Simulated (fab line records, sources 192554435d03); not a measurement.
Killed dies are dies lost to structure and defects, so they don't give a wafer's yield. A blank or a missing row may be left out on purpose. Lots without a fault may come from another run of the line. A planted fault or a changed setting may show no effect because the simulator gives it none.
fab line records | flow n5_finfet
record lots=6 wafers=18 last_day=17
route steps=1938 shown BEOL_M14@1750 PASSIVATION@1936
lots that met no fault: from a run of the same line without faults
start_h: hours from the record's first day to the start of the lot's first wafer shown | wait_h: hours since the lot's step before | " the same as in the row above | L1.1+2: a row that stands for several wafers | - no value, or no start given | * or withheld: withheld | < > ~ a bound
route shown NAME@n: a module of which the file shows steps, and the number in the route of the first | usual: mean/standard deviation of fault-free wafers | same: alike in all rows | chamber/n: place in a boat | sites: the reading at each site | _std_site: their standard deviation | _edge_site: outer sites' mean less inner sites' | radius_mm: how far each site lies from the wafer's centre | mask NAME#n: copy n | behind: the tool/chamber that last shaped the wafer | hold: why the lot was held/for how many hours/how that ended | device: the transistor (n, p or np) that didn't switch | end of line: the same wafers' tests at the end of the route | a step without rows: its recipe alone | killed: dies lost to structure and defects at the first sort, not the wafer's yield | map: a wafer's dies, x killed, . not, _ none there
set.NAME: the setting as run; set.NAME@STEP: as run at that earlier step | model.NAME: the simulator's own value behind a step, which no gauge read
lots at some steps of the route; a table a step, a row a wafer
services: from which hour (start_h, from the record's first day; less than 0 if before it) a tool's chamber was out of use, for how many hours, and why
## steps
# step N5_BEOL_M14_ETCH_67
# recipe chemistry=CF4 target=SiARC target_depth_a=1430 time_s=238.3 ion_energy_ev=80 pressure_mtorr=40 source_w=545 bias_w=36 Ar_flow_sccm=100 cf4_flow_sccm=100 ends=cleared
# usual cf4_flow_sccm=99.98/0.28 chamber_pressure_mTorr=40.00/0.039 drypump_motor_current_A=5.8/0.36 etch_rf_on_time_s=237/3.9 oes_product_au=0.69/0.065 rf_vpp_V=184.3/1.3 showerhead_plenum_p_Torr=2.15/0.076 throttle_valve_pct=15.50/0.12
# columns lot.wafer tool chamber start_h wait_h cf4_flow_sccm chamber_pressure_mTorr drypump_motor_current_A etch_rf_on_time_s oes_product_au rf_hours_counter_h rf_vpp_V showerhead_plenum_p_Torr throttle_valve_pct
L201.4 rie_diel-02 2 258.75 0.0 100.52 39.99 5.9 235 0.62 197 181.3 2.04 15.71
L201.5 " 2 " " 100.44 39.97 5.9 235 0.62 - 183.7 2.04 15.70
L201.6 " 3 " " 100.09 40.06 6.3 247 0.58 - 184.0 2.20 15.47
L204.1 rie_diel-04 1 264.52 0.0 100.22 39.96 5.7 235 0.63 206 184.3 2.21 15.61
L204.2 " 2 " " 100.19 39.97 6.3 235 0.82 9 183.2 2.11 15.34
L204.4 " 3 " " 100.04 39.97 5.5 230 0.69 94 184.6 2.07 15.45
L208.1 rie_diel-04 3 287.02 0.0 100.25 40.01 5.5 238 0.67 102 182.8 2.07 15.47
L208.3 " 0 " " 99.91 39.99 5.5 238 0.71 71 185.8 2.27 15.39
L208.4 " 2 " " 100.16 40.00 6.3 240 0.81 18 183.8 2.10 15.36
L212.1 rie_diel-03 0 318.29 0.0 99.58 39.98 5.8 237 0.73 50 182.6 2.10 15.45
L212.2 " 2 " " 99.73 40.02 4.8 235 0.74 38 182.7 2.09 15.44
L212.4 " 1 " " 99.71 39.98 6.2 241 0.71 62 184.7 2.17 15.53
L221.2 rie_diel-03 1 381.53 0.0 100.06 39.99 6.3 238 0.68 83 184.3 2.17 15.57
L221.4 " 0 " " 100.16 39.95 5.8 239 0.70 72 182.6 2.09 15.48
L221.6 " 3 " " 99.48 40.03 6.1 247 0.65 - 185.4 2.14 15.66
L224.2 rie_diel-04 0 396.74 0.0 99.63 39.99 5.5 238 0.68 108 184.8 2.26 15.47
L224.4 " 3 " " 99.48 39.97 5.5 235 0.65 - 183.5 2.06 15.54
L224.6 " 0 " " 99.72 40.03 5.5 238 0.68 - 185.9 2.26 15.47
# step N5_BEOL_M14_ETCH_68
# recipe chemistry=N2/H2 target=SOC mask_material=SiARC source_w=3000 bias_w=350 temp_c=40 time_s=450 ion_energy_ev=200 pressure_mtorr=30 n2_flow_sccm=200 h2_flow_sccm=200
# usual chamber_pressure_mTorr=30.000/0.025 drypump_motor_current_A=5.8/0.36 oes_product_au=0.81/0.074 rf_vpp_V=524.1/2.7 showerhead_plenum_p_Torr=2.55/0.088 throttle_valve_pct=17.65/0.19
# columns lot.wafer tool chamber start_h wait_h chamber_pressure_mTorr drypump_motor_current_A oes_product_au rf_hours_counter_h rf_vpp_V showerhead_plenum_p_Torr throttle_valve_pct
L201.4 rie_diel-02 2 258.90 0.1 30.016 5.9 0.73 197 520.6 2.44 18.00
L201.5 " 2 " " 30.025 5.9 0.73 - 519.6 2.44 17.99
L201.6 " 3 " " 30.006 6.3 0.70 - 524.5 2.62 17.65
L204.1 rie_diel-04 1 264.66 0.1 29.959 5.7 0.73 206 525.5 2.62 17.81
L204.2 " 2 " " 29.996 6.3 0.97 9 521.6 2.50 17.49
L204.4 " 3 " " 30.003 5.6 0.79 94 521.5 2.46 17.66
L208.1 rie_diel-04 3 287.16 0.1 29.977 5.5 0.79 102 522.0 2.45 17.68
L208.3 " 0 " " 29.992 5.6 0.83 71 527.7 2.67 17.38
L208.4 " 2 " " 29.963 6.3 0.94 18 522.4 2.49 17.52
L212.1 rie_diel-03 0 318.43 0.1 29.990 5.7 0.85 50 521.1 2.47 17.72
L212.2 " 2 " " 29.992 4.8 0.86 38 522.0 2.47 17.51
L212.4 " 1 " " 30.056 6.2 0.83 62 524.4 2.59 17.83
L221.2 rie_diel-03 1 381.68 0.1 29.988 6.2 0.80 83 524.5 2.58 17.84
L221.4 " 0 " " 29.954 5.8 0.83 72 522.1 2.47 17.77
L221.6 " 3 " " 29.992 6.1 0.78 - 522.8 2.55 17.80
L224.2 rie_diel-04 0 396.89 0.1 30.028 5.5 0.80 108 526.9 2.65 17.44
L224.4 " 3 " " 30.001 5.5 0.75 - 522.4 2.44 17.75
L224.6 " 0 " " 29.981 5.6 0.79 - 527.7 2.65 17.45
# step N5_BEOL_M14_STRIP_69
# recipe chemistry=N2/H2 temp_c=40 n2_flow_sccm=200 h2_flow_sccm=200 rf_frequency_hz=6e+07
# step N5_BEOL_M14_TRENCH_ETCH_34
# recipe chemistry=C4F8/O2/Ar target=SiO2 target_depth_a=5566.5 mask_material=SOC he_inner_torr=15 he_outer_torr=30 time_s=126.9 ion_energy_ev=800 pressure_mtorr=20 source_w=1905 bias_w=2040 Ar_flow_sccm=400 C4F8_flow_sccm=16 O2_flow_sccm=12
# usual C4F8_flow_sccm=16.00/0.045 chamber_pressure_mTorr=19.999/0.019 drypump_motor_current_A=5.8/0.36 he_inner_torr=14.995/0.028 oes_f_703_au=0.81/0.075 oes_product_au=0.81/0.076 rf_vpp_V=2228/49 showerhead_plenum_p_Torr=3.46/0.12 throttle_valve_pct=30.85/0.16
# columns lot.wafer tool chamber start_h wait_h C4F8_flow_sccm chamber_pressure_mTorr drypump_motor_current_A he_inner_torr oes_f_703_au oes_product_au rf_hours_counter_h rf_vpp_V showerhead_plenum_p_Torr throttle_valve_pct
L201.4 rie_diel-02 2 259.17 0.0 15.96 19.998 5.9 15.030 0.73 0.73 198 2150 3.29 30.94
L201.5 " 2 " " 15.98 20.019 5.9 15.005 0.73 0.73 - 2151 3.29 30.93
L201.6 " 3 " " 16.04 19.984 6.3 14.989 0.67 0.69 - 2281 3.54 30.58
L204.1 rie_diel-04 1 264.94 0.0 16.02 20.019 5.7 15.011 0.72 0.73 207 2242 3.56 30.85
L204.2 " 2 " " 16.03 19.982 6.3 14.985 0.95 0.97 9 2216 3.40 30.86
L204.4 " 3 " " 15.95 20.000 5.5 15.019 0.81 0.80 94 2134 3.32 30.63
L208.1 rie_diel-04 3 287.44 0.0 16.00 20.018 5.6 15.012 0.81 0.79 102 2134 3.32 30.62
L208.3 " 0 " " 15.98 19.983 5.5 15.010 0.83 0.84 71 2264 3.65 30.89
L208.4 " 2 " " 15.98 19.986 6.3 14.976 0.93 0.93 18 2217 3.40 30.85
L212.1 rie_diel-03 0 318.71 0.0 15.96 19.977 5.8 14.953 0.84 0.85 50 2256 3.37 31.05
L212.2 " 2 " " 15.98 20.016 4.8 15.000 0.86 0.87 38 2240 3.37 30.88
L212.4 " 1 " " 16.04 19.990 6.2 14.975 0.83 0.83 62 2259 3.52 31.23
L221.2 rie_diel-03 1 381.95 0.0 16.02 19.966 6.2 14.987 0.80 0.80 84 2258 3.50 31.22
L221.4 " 0 " " 15.91 20.005 5.8 14.990 0.81 0.81 72 2256 3.36 31.04
L221.6 " 3 " " 16.01 19.988 6.1 15.002 0.76 0.75 - 2282 3.44 30.80
L224.2 rie_diel-04 0 397.16 0.0 16.01 19.986 5.5 14.985 0.78 0.79 108 2261 3.63 30.92
L224.4 " 3 " " 16.02 20.000 5.5 14.979 0.77 0.76 - 2133 3.30 30.68
L224.6 " 0 " " 16.02 19.987 5.5 14.995 0.78 0.80 - 2262 3.63 30.93
# step N5_BEOL_M14_STRIP_70
# recipe chemistry=C4F8/O2/Ar resist=SiARC rf_frequency_hz=6e+07
# step N5_BEOL_M14_OCD_MEAS_35
# usual trench_depth_nm=558/10
# columns lot.wafer tool chamber start_h wait_h trench_depth_nm
L201.4 ocd-02 - 259.33 0.0 559
L201.5 " - " " 559
L201.6 " - " " 542
L204.1 ocd-02 - 265.09 0.0 558
L204.2 " - " " 560
L204.4 " - " " 571
L208.1 ocd-01 - 287.60 0.0 557
L208.3 " - " " 561
L208.4 " - " " 556
L212.1 ocd-02 - 318.86 0.0 560
L212.2 " - " " 571
L212.4 " - " " 558
L221.2 ocd-01 - 382.11 0.0 551
L221.4 " - " " 554
L221.6 " - " " 535
L224.2 ocd-02 - 397.32 0.0 552
L224.4 " - " " 558
L224.6 " - " " 556
# step N5_BEOL_M14_STRIP_37
# recipe chemistry=O2 power_w=600 temp_c=60 pressure_mtorr=30 rf_frequency_hz=6e+07 bias_power_w=0 overash_fraction=0.3 o2_flow_sccm=225
# usual chamber_pressure_mTorr=29.99/0.051 drypump_motor_current_A=5.8/0.4 oes_product_au=0.83/0.075 rf_vpp_V=3.6/0.82 showerhead_plenum_p_Torr=2.10/0.077 throttle_valve_pct=16.53/0.16
# same overash_fraction=0.3
# columns lot.wafer tool chamber start_h wait_h chamber_pressure_mTorr drypump_motor_current_A oes_product_au rf_hours_counter_h rf_vpp_V showerhead_plenum_p_Torr throttle_valve_pct
L201.4 rie_diel-03 2 262.78 3.4 29.99 4.8 0.90 19 4.0 2.04 16.48
L201.5 " 2 " " 30.02 4.8 0.89 - 3.2 2.04 16.46
L201.6 " 3 " " 30.02 6.1 0.82 - 3.9 2.11 16.57
L204.1 rie_diel-03 3 265.24 0.1 29.94 6.1 0.81 87 3.0 2.11 16.59
L204.2 " 2 " " 30.03 4.8 0.89 20 4.0 2.04 16.48
L204.4 " 1 " " 29.91 6.3 0.85 43 4.3 2.15 16.65
L208.1 rie_diel-04 1 291.10 3.5 30.00 5.7 0.72 217 2.6 2.17 16.74
L208.3 " 0 " " 29.98 5.5 0.84 71 3.1 2.21 16.38
L208.4 " 2 " " 29.94 6.2 0.95 19 2.8 2.07 16.50
L212.1 rie_diel-03 3 320.11 1.3 29.95 6.1 0.81 106 2.7 2.10 16.61
L212.2 " 1 " " 30.01 6.3 0.82 62 3.9 2.14 16.69
L212.4 " 0 " " 30.00 5.7 0.86 51 3.3 2.03 16.39
L221.2 rie_diel-04 3 382.14 0.0 29.99 5.5 0.76 132 3.5 2.00 16.54
L221.4 " 2 " " 29.97 6.3 0.90 49 3.4 2.06 16.56
L221.6 " 2 " " 30.02 6.3 0.89 - 4.7 2.06 16.55
L224.2 rie_diel-02 0 398.00 0.7 29.91 5.9 0.80 132 3.4 2.10 16.61
L224.4 " 1 " " 30.01 5.6 0.85 57 2.4 2.22 16.46
L224.6 " 0 " " 29.98 5.9 0.81 - 4.9 2.09 16.58
# step N5_BEOL_M14_ETCH_38
# recipe chemistry=CF4/N2 target=SiCN target_depth_a=1065 taper_deg=2 time_s=120.6 ion_energy_ev=150 mask_material=SiO2 pressure_mtorr=40 source_w=430 bias_w=70 Ar_flow_sccm=100 cf4_flow_sccm=60 n2_flow_sccm=60
# step N5_BEOL_M14_PRECLEAN_39
# recipe chemistry=residue_remover time_s=60 temp_c=40
# step N5_BEOL_M14_SRD_40
# recipe time_s=30 temp_c=23 rinse_liquid=diw dry=n2_spin spin_rpm=1500 dry_time_s=30
# step N5_BEOL_M14_DEGAS_41
# recipe ambient=vacuum temp_c=300 time_s=60
# step N5_BEOL_M14_PRE_CLEAN_42
# recipe gas=H2/He time_s=30 temp_c=300
# usual heater_power_w=456/41
# columns lot.wafer tool chamber start_h wait_h heater_power_w
L201.4 pvd_sputter-01 - 263.61 0.0 477
L201.5 " - " " 465
L201.6 " - " " 437
L204.1 pvd_sputter-02 - 266.27 0.0 421
L204.2 " - " " 510
L204.4 " - " " 435
L208.1 pvd_sputter-01 - 291.85 0.0 466
L208.3 " - " " 480
L208.4 " - " " 459
L212.1 pvd_sputter-01 - 320.61 0.0 475
L212.2 " - " " 467
L212.4 " - " " 482
L221.2 pvd_sputter-01 - 382.50 0.0 426
L221.4 " - " " 458
L221.6 " - " " 460
L224.2 pvd_sputter-01 - 398.38 0.0 473
L224.4 " - " " 477
L224.6 " - " " 471
# step N5_BEOL_M14_SPUTTER_43
# recipe material=TaN target_thk_a=150 temp_c=50 bias_v=168.6 power_w=15000 chamber_pressure_pa=0.12 time_s=24.19
# usual cathode_dc_power_W=15000/3 throttle_valve_pct=29.6/1.1
# columns lot.wafer tool chamber start_h wait_h cathode_dc_power_W throttle_valve_pct model.TaN_of_BEOL_M14_SPUTTER_43.thk_nm
L201.4 pvd_sputter-01 - 263.65 0.0 14998 29.0 15.4
L201.5 " - " " 15003 28.8 15.2
L201.6 " - " " 14999 29.2 15.2
L204.1 pvd_sputter-02 - 266.31 0.0 14998 30.0 14.6
L204.2 " - " " 14998 29.4 14.6
L204.4 " - " " 15003 30.4 14.8
L208.1 pvd_sputter-01 - 291.89 0.0 14141 30.9 14.2
L208.3 " - " " 14146 28.8 14.2
L208.4 " - " " 14145 28.5 14.2
L212.1 pvd_sputter-01 - 320.65 0.0 14148 30.8 14.2
L212.2 " - " " 14143 28.5 14.2
L212.4 " - " " 14148 29.0 14.4
L221.2 pvd_sputter-01 - 382.54 0.0 15002 29.2 14.8
L221.4 " - " " 14993 30.9 14.8
L221.6 " - " " 14995 28.2 15.2
L224.2 pvd_sputter-01 - 398.42 0.0 15000 31.0 15
L224.4 " - " " 15000 28.7 15
L224.6 " - " " 15001 30.9 15
# step N5_BEOL_M14_SPUTTER_44
# recipe material=Ta target_thk_a=150 temp_c=50 bias_v=80 power_w=15000 chamber_pressure_pa=0.07 time_s=24.19
# step N5_PASSIVATION_PROBE_49
# usual defect_limited_yield=91.4/1.5 killed_at_M0_to_M3=32/9.8 killed_at_M4_up=15/5.6 killed_at_contacts=12/5.4 killed_at_front_end=40/13 killed_at_other=3.0/2.1 killed_dies=102/17 killed_open=67/13 killed_short=32/7.1 sort_bin_5_function=5.1/0.96 sort_bin_6_memory=3.2/0.7 sort_bin_8_speed=0.0/0.3 sort_n_pass=1078/18 sort_yield_pct=91.3/1.5
# same gross_dies=1180 killed_at_back_side=0 sort_bin_4_leakage[%]=0
# columns lot.wafer tool chamber start_h wait_h defect_limited_yield[%] killed_at_M0_to_M3 killed_at_M4_up killed_at_contacts killed_at_front_end killed_at_other killed_dies killed_open killed_short sort_bin_5_function[%] sort_bin_6_memory[%] sort_bin_8_speed[%] sort_n_pass sort_yield_pct[%]
L201.4 prober-01 - 288.14 0.2 91.4 34 22 17 27 2 102 63 36 4.9 3.3 0 1078 91.4
L201.5 prober-01 - 288.19 0.2 91.6 26 23 9 40 1 99 63 35 5.6 2.5 0 1081 91.6
L201.6 prober-01 - 288.24 0.3 89.4 36 14 6 65 4 125 72 50 6.2 3.9 0 1055 89.4
L204.1 prober-02 - 289.78 0.0 91.4 44 12 17 26 2 101 72 27 5.2 3.3 0 1079 91.4
L204.2 prober-02 - 289.83 0.1 89.8 52 13 6 48 1 120 87 33 6.1 3.6 0 1060 89.8
L204.4 prober-02 - 289.93 0.2 91.9 34 15 5 40 2 96 65 29 4.8 2.9 3.5 1043 88.4
L208.1 prober-01 - 315.24 0.0 92.8 22 23 8 27 5 85 56 27 4.4 2.5 0 1095 92.8
L208.3 prober-01 - 315.34 0.1 93.1 32 14 17 15 3 81 51 30 4.0 2.7 0 1099 93.1
L208.4 prober-01 - 315.39 0.2 93.4 28 14 14 21 1 78 47 29 3.7 2.6 0 1102 93.4
L212.1 prober-02 - 352.40 0.0 93.0 27 10 14 27 5 83 54 26 4.4 2.3 0 1097 93.0
L212.2 prober-02 - 352.45 0.1 93.9 30 10 10 22 0 72 45 23 3.4 2.5 0 1108 93.9
L212.4 prober-02 - 352.55 0.2 92.5 30 15 8 31 4 88 55 31 4.4 2.9 0 1092 92.5
L221.2 prober-01 - 404.06 0.1 92.3 22 20 9 39 1 91 56 29 4.2 3.1 0 1089 92.3
L221.4 prober-01 - 404.16 0.2 91.0 36 17 17 33 3 106 81 24 4.9 3.8 0 1074 91.0
L221.6 prober-01 - 404.26 0.3 90.7 43 14 12 37 4 110 68 39 5.5 3.3 0 1070 90.7
L224.2 prober-02 - 418.82 0.1 91.0 24 8 7 61 6 106 65 35 5.1 3.5 0 1074 91.0
L224.4 prober-02 - 418.92 0.2 89.5 37 20 8 55 4 124 91 31 5.5 4.5 0 1056 89.5
L224.6 prober-02 - 419.02 0.3 89.9 50 16 11 40 2 119 86 30 5.6 4.3 0 1061 89.9
# killed by level:class
L201.4 MOL_CONTACT_COAG:geometric_particle:open=13 BEOL_M0_SAQP:geometric_particle:open=11 FIN_SAQP:geometric_particle:short=8 BEOL_M0_SAQP:geometric_particle:short=7 BEOL_M4:geometric_particle:open=7 BEOL_M0:geometric_particle:open=5 BEOL_M4:geometric_particle:short=5 STI_FIN_REVEAL:geometric_particle:open=4
L201.5 BEOL_M4:geometric_particle:open=15 STI_FIN_REVEAL:geometric_particle:open=14 BEOL_M0_SAQP:geometric_particle:short=11 GATE_CUT:geometric_particle:short=6 MOL_CONTACT_COAG:geometric_particle:open=6 BEOL_M3:geometric_particle:open=6 BEOL_M0_SAQP:geometric_particle:open=4 BEOL_M4:geometric_particle:short=4
L201.6 FIN_SAQP:geometric_particle:short=19 STI_FIN_REVEAL:geometric_particle:open=16 BEOL_M0_SAQP:geometric_particle:open=11 FIN_SAQP:geometric_particle:open=8 STI_FIN_REVEAL:geometric_particle:short=7 BEOL_M4:geometric_particle:open=6 ILD0:geometric_particle:short=5 BEOL_M0_SAQP:geometric_particle:short=5
L204.1 MOL_CONTACT_COAG:geometric_particle:open=15 BEOL_M3:geometric_particle:open=9 FIN_SAQP:geometric_particle:short=7 BEOL_M0_SAQP:geometric_particle:open=7 BEOL_M2:geometric_particle:open=6 BEOL_M0:geometric_particle:open=5 BEOL_M1:geometric_particle:open=5 BEOL_M2:geometric_particle:short=5
L204.2 FIN_SAQP:geometric_particle:open=15 BEOL_M0_SAQP:geometric_particle:open=15 FIN_SAQP:geometric_particle:short=11 STI_FIN_REVEAL:geometric_particle:open=9 BEOL_M0_SAQP:geometric_particle:short=9 BEOL_M3:geometric_particle:open=9 BEOL_M2:geometric_particle:open=8 MOL_CONTACT_COAG:geometric_particle:open=6
L204.4 BEOL_M3:geometric_particle:open=13 FIN_SAQP:geometric_particle:open=11 BEOL_M2:geometric_particle:open=6 BEOL_M4:geometric_particle:open=6 DUMMY_GATE:geometric_particle:open=5 BEOL_M2:geometric_particle:short=5 STARTING-WAFER:geometric_particle:open=5 GATE_CUT:geometric_particle:short=4
L208.1 BEOL_M4:geometric_particle:open=9 MOL_CONTACT_COAG:geometric_particle:open=8 ILD0:geometric_particle:short=6 BEOL_M0_SAQP:geometric_particle:open=6 BEOL_M5:geometric_particle:open=5 ILD0:geometric_particle:open=4 BEOL_M3:geometric_particle:open=4 STARTING-WAFER:geometric_particle:short=4
L208.3 MOL_CONTACT_COAG:geometric_particle:open=12 BEOL_M2:geometric_particle:open=10 BEOL_M0_SAQP:geometric_particle:short=9 BEOL_M0_SAQP:geometric_particle:open=6 BEOL_M4:geometric_particle:open=6 MOL_CONTACT_COAG:geometric_particle:short=5 FIN_SAQP:geometric_particle:short=3 PASS1_CAP:geometric_particle:short=3
L208.4 MOL_CONTACT_COAG:geometric_particle:open=10 BEOL_M1:geometric_particle:open=8 BEOL_M0_SAQP:geometric_particle:short=7 STI_FIN_REVEAL:geometric_particle:open=6 BEOL_M4:geometric_particle:open=5 MOL_CONTACT_COAG:geometric_particle:short=4 BEOL_M2:geometric_particle:open=4 BEOL_M2:geometric_particle:short=4
L212.1 MOL_CONTACT_COAG:geometric_particle:open=14 BEOL_M0_SAQP:geometric_particle:open=7 FIN_SAQP:geometric_particle:short=6 BEOL_M3:geometric_particle:open=6 STI_FIN_REVEAL:geometric_particle:open=4 FIN_SAQP:geometric_particle:open=3 STI_FIN_REVEAL:geometric_particle:short=3 GATE_CUT:geometric_particle:short=3
L212.2 BEOL_M0_SAQP:geometric_particle:short=10 MOL_CONTACT_COAG:geometric_particle:open=8 FIN_SAQP:geometric_particle:short=5 BEOL_M0_SAQP:geometric_particle:open=5 FIN_SAQP:geometric_particle:open=4 BEOL_M2:geometric_particle:open=4 BEOL_M3:geometric_particle:open=4 DUMMY_GATE:geometric_particle:open=3
L212.4 BEOL_M0_SAQP:geometric_particle:short=13 GATE_CUT:geometric_particle:open=7 STI_FIN_REVEAL:geometric_particle:open=5 BEOL_M3:geometric_particle:open=5 BEOL_M8:geometric_particle:open=5 GATE_CUT:geometric_particle:short=4 MOL_CONTACT_COAG:geometric_particle:open=4 ILD0:geometric_particle:short=3
L221.2 BEOL_M4:geometric_particle:open=9 MOL_CONTACT_COAG:geometric_particle:open=8 STARTING-WAFER:geometric_particle:open=6 FIN_SAQP:geometric_particle:open=5 DUMMY_GATE:geometric_particle:open=5 BEOL_M0_SAQP:geometric_particle:short=5 BEOL_M3:geometric_particle:open=5 BEOL_M4:geometric_particle:short=5
L221.4 BEOL_M0_SAQP:geometric_particle:open=16 MOL_CONTACT_COAG:geometric_particle:open=16 STI_FIN_REVEAL:geometric_particle:open=11 DUMMY_GATE:geometric_particle:open=6 BEOL_M4:geometric_particle:open=6 BEOL_M2:geometric_particle:open=5 BEOL_M0:geometric_particle:open=5 BEOL_M5:geometric_particle:open=4
L221.6 BEOL_M0_SAQP:geometric_particle:short=12 FIN_SAQP:geometric_particle:short=11 BEOL_M0_SAQP:geometric_particle:open=9 FIN_SAQP:geometric_particle:open=8 MOL_CONTACT_COAG:geometric_particle:open=8 BEOL_M3:geometric_particle:open=8 BEOL_M2:geometric_particle:open=7 BEOL_M4:geometric_particle:open=6
L224.2 STI_FIN_REVEAL:geometric_particle:open=19 GATE_CUT:geometric_particle:short=10 FIN_SAQP:geometric_particle:short=7 GATE_CUT:geometric_particle:open=7 BEOL_M0_SAQP:geometric_particle:open=6 BEOL_M1:geometric_particle:open=6 MOL_CONTACT_COAG:geometric_particle:open=5 STI_FIN_REVEAL:geometric_particle:short=4
L224.4 STI_FIN_REVEAL:geometric_particle:open=25 BEOL_M3:geometric_particle:open=12 FIN_SAQP:geometric_particle:open=8 MOL_CONTACT_COAG:geometric_particle:open=6 BEOL_M2:geometric_particle:open=6 BEOL_M4:geometric_particle:open=6 FIN_SAQP:geometric_particle:short=5 STI_FIN_REVEAL:geometric_particle:short=5
L224.6 STI_FIN_REVEAL:geometric_particle:open=18 BEOL_M0_SAQP:geometric_particle:short=14 BEOL_M4:geometric_particle:open=12 MOL_CONTACT_COAG:geometric_particle:open=11 BEOL_M0_SAQP:geometric_particle:open=10 BEOL_M2:geometric_particle:open=9 FIN_SAQP:geometric_particle:open=6 BEOL_M1:geometric_particle:open=6
## services
# columns tool chamber start_h hours kind
rie_diel-04 3 238.86 7.2 repair
rie_diel-02 3 311.75 - clean
rie_diel-02 3 311.75 - consumable_replace:focus_ring
rie_diel-02 3 311.75 20.7 scheduled_down
rie_diel-02 3 311.75 20.7 vent_cycle
pvd_sputter-02 - 322.06 8.6 repair
rie_diel-02 0 349.30 4.2 repair
pvd_sputter-02 - 354.74 5.9 repair
rie_diel-03 2 370.53 9.9 repair
rie_diel-04 1 391.53 - clean
rie_diel-04 1 391.53 - consumable_replace:focus_ring
rie_diel-04 1 391.53 17.4 scheduled_down
rie_diel-04 1 391.53 17.4 vent_cycle
## key
first_sign step=N5_BEOL_M14_SPUTTER_43 reading=cathode_dc_power_W direction=down sigmas=99+ usual=* struck=*
effect none on later readings
model_effect step=N5_BEOL_M14_SPUTTER_43 value=TaN_of_BEOL_M14_SPUTTER_43.thk_nm without=15.03 struck=14.23
met_at N5_BEOL_M14_SPUTTER_43
struck_wafers L208.1,L208.3,L208.4,L212.1,L212.2,L212.4
onset_between 263.65 291.89
fault kind=process_parameter_drift tool=pvd_sputter-01 chamber=- onset_h=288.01 steps=N5_BEOL_M14_SPUTTER_43 channel=power_w offset=* shape=step end_h=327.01 acts_in=* stated=*
